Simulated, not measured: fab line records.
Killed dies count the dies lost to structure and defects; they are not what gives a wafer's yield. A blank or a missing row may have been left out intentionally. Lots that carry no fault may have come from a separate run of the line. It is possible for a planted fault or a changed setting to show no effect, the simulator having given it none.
Split-lot study -- flow n5_finfet -- 7 lots, 21 wafers read, on a route of 1938 steps

== ABOUT THE SPLIT ==
At N5_MIM_TOP_SPUTTER_03 (material TiN, target thk 35 nm, time 89.7 s), the setting power_w was moved away from the recipe's 3000 W on 7 of the 21 wafers read, by +7.4% to +16.0%. This setting was run at the recipe's value on the other wafers.

Reading taken at the split's own step.

== THE READING ==
TiN_of_MIM_TOP_SPUTTER_03.thk_nm (the simulator's own value, which no gauge read), in nm, at N5_MIM_TOP_SPUTTER_03 (material TiN, target thk 35 nm, time 89.7 s). No usual value for it is given in the file. The 14 wafers here that ran the recipe average 35.0 nm, standard deviation 0.38 nm.

wafer,"tool, chamber at the split","power_w as run, W",against the recipe,"TiN_of_MIM_TOP_SPUTTER_03.thk_nm, nm",against lot-mates on the recipe
L074.1,"pvd_sputter-02, -",3443,+14.8%,39.8,+4.8
L074.5,"pvd_sputter-02, -",3000,recipe,35,-
L074.6,"pvd_sputter-02, -",3000,recipe,35,-
L075.1,"pvd_sputter-03, -",3000,recipe,35.4,-
L075.4,"pvd_sputter-03, -",3000,recipe,35.6,-
L075.5,"pvd_sputter-03, -",3000,recipe,35.6,-
L080.3,"pvd_sputter-01, -",3221,+7.4%,38.4,+3.4
L080.4,"pvd_sputter-01, -",3000,recipe,35,-
L080.6,"pvd_sputter-01, -",3221,+7.4%,37.8,+2.8
L085.2,"pvd_sputter-02, -",3358,+11.9%,39.4,+4.4
L085.3,"pvd_sputter-02, -",3000,recipe,35,-
L085.6,"pvd_sputter-02, -",3000,recipe,35,-
L086.1,"pvd_sputter-02, -",3000,recipe,34.8,-
L086.2,"pvd_sputter-02, -",3000,recipe,34.8,-
L086.4,"pvd_sputter-02, -",3000,recipe,34.4,-
L088.2,"pvd_sputter-01, -",3481,+16.0%,40.8,+5.2
L088.4,"pvd_sputter-01, -",3000,recipe,35.6,-
L088.5,"pvd_sputter-01, -",3481,+16.0%,40.6,+5.0
L092.3,"pvd_sputter-02, -",3356,+11.9%,38.6,+4.0
L092.4,"pvd_sputter-02, -",3000,recipe,34.6,-
L092.6,"pvd_sputter-02, -",3000,recipe,34.6,-

THE FIT
A straight line over all 21 wafers: TiN_of_MIM_TOP_SPUTTER_03.thk_nm changes by +0.347 nm for each +1% of power_w; r = +0.98; the points scatter about the line by 0.41 nm.
The same after taking each lot's own level away (the mean of its wafers on the recipe; 21 wafers): +0.334 nm for each +1%; r = +0.99; scatter 0.27 nm.
Per that fit: largest power_w move, reading shift of 5.4 nm.
From 34.60 to 35.60 nm: that is the span of the lots' own levels, equal to 2.7 times the standard deviation above.
Consequently the slope shifts little with the lot-to-lot level, the two slopes agreeing.
Check: +5.47 nm against its lot-mates is what the line predicts for one of the wafers moved furthest among these (+16.0%) when that wafer is left out of the fit. Against them it came out at +5.2 nm.

== OTHER SPLITS APPLIED TO THESE WAFERS ==
These wafers also went through other splits before the reading. Each is held against what the fit with the lots' levels taken away leaves over:
other split on the same wafers,wafers away from the commonest value,r with TiN_of_MIM_TOP_SPUTTER_03.thk_nm (lot level and that fit taken away)
N5_BEOL_M14_TRENCH_ETCH_34 time_s,9,+0.14
N5_BEOL_M15_PEB_26 peb_temp_c,6,-0.18
N5_BEOL_M15_DEVELOP_27 develop_time_s,5,-0.41
N5_MIM_BOT_SPUTTER_00 chamber_pressure_pa,15,-0.40

== THE FILE'S OWN FIT ==
TiN_of_MIM_TOP_SPUTTER_03.thk_nm changes by +0.339 nm for each +1% of power_w, r = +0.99.
